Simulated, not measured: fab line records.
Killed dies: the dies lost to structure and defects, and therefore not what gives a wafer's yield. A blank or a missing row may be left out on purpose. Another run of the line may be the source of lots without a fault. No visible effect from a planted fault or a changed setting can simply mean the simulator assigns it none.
Chamber matching | flow n5-finfet | N5_BEOL_M3_ETCH_77 on rie-diel-04: 4 sister chambers
The step etches underlayer in N2/H2, target depth 6.5 nm, time 5.2 s. 20 wafers are shown with their chamber, then 10 later ones without.

== WAFERS WITH THEIR CHAMBER ==
wafer  | chamber | throttle-valve-pct (%) | showerhead-plenum-p-Torr (Torr) | oes-product-au (a.u.)
L074.2 | 0       | 17.64                  | 2.52                            | 0.67
L074.3 | 2       | 17.34                  | 2.71                            | 0.82
L074.5 | 2       | 17.29                  | 2.71                            | 0.81
L077.1 | 0       | 17.64                  | 2.52                            | 0.65
L077.2 | 3       | 17.91                  | 2.38                            | 0.57
L077.3 | 1       | 17.84                  | 2.70                            | 0.75
L078.2 | 0       | 17.63                  | 2.52                            | 0.67
L078.3 | 2       | 17.35                  | 2.70                            | 0.80
L078.6 | 3       | 17.89                  | 2.38                            | 0.59
L081.1 | 3       | 17.54                  | 2.70                            | 0.81
L081.3 | 2       | 17.37                  | 2.70                            | 0.78
L081.6 | 3       | 17.52                  | 2.70                            | 0.81
L082.2 | 1       | 17.87                  | 2.69                            | 0.73
L082.3 | 2       | 17.37                  | 2.70                            | 0.78
L082.5 | 0       | 17.63                  | 2.52                            | 0.66
L085.1 | 2       | 17.37                  | 2.70                            | 0.77
L085.2 | 3       | 17.56                  | 2.69                            | 0.78
L085.3 | 0       | 17.67                  | 2.51                            | 0.64
L088.1 | 0       | 17.65                  | 2.51                            | 0.64
L088.4 | 2       | 17.39                  | 2.70                            | 0.76

SIGNATURES (averages over the wafers above)
reading                  | chamber 0 | chamber 1 | chamber 2 | chamber 3 | scatter within a chamber
throttle-valve-pct       | 17.6433   | 17.8550   | 17.3543   | 17.6840   | 0.101
showerhead-plenum-p-Torr | 2.5167    | 2.6950    | 2.7029    | 2.5700    | 0.0869
oes-product-au           | 0.6550    | 0.7400    | 0.7886    | 0.7120    | 0.0627
Rule: for each reading, subtract the chamber's mean from the wafer's reading, divide by that reading's scatter and square the result; add these up over the readings and take the root, which gives the wafer's distance from the chamber. If the next closest chamber is less than 2 further off than the closest, the wafer can't be placed; otherwise it belongs to the closest. The scatter: the root of (the sum of the squares of (reading less its chamber's mean) over the shown wafers, divided by (wafers less chambers)).

== WAFERS WITH NO CHAMBER GIVEN ==
wafer  | throttle-valve-pct (%) | showerhead-plenum-p-Torr (Torr) | oes-product-au (a.u.)
L088.5 | 17.65                  | 2.51                            | 0.64
L087.3 | 17.40                  | 2.70                            | 0.76
L087.4 | 17.67                  | 2.51                            | 0.65
L087.5 | 17.53                  | 2.69                            | 0.78
L089.1 | 17.53                  | 2.69                            | 0.78
L089.2 | 17.34                  | 2.69                            | 0.75
L089.6 | 17.38                  | 2.69                            | 0.75
L092.1 | 17.53                  | 2.69                            | 0.76
L092.2 | 17.89                  | 2.68                            | 0.71
L092.5 | 17.88                  | 2.69                            | 0.71

== THE CHAMBER EACH PASSED THROUGH ==
wafer  | from the rows above               | in truth
L088.5 | can't be placed: 0 or 3           | 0
L087.3 | 2                                 | 2
L087.4 | can't be placed: 0 or 3           | 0
L087.5 | can't be placed: 2 or 3 or 0 or 1 | 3
L089.1 | can't be placed: 2 or 3 or 0 or 1 | 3
L089.2 | 2                                 | 2
L089.6 | 2                                 | 2
L092.1 | can't be placed: 2 or 3 or 0 or 1 | 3
L092.2 | can't be placed: 1 or 3           | 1
L092.5 | can't be placed: 1 or 3           | 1
3 of 10 placed correctly. Not placeable from these rows: 7 (in 7, the candidates include the true chamber). Placed wrongly: 0.
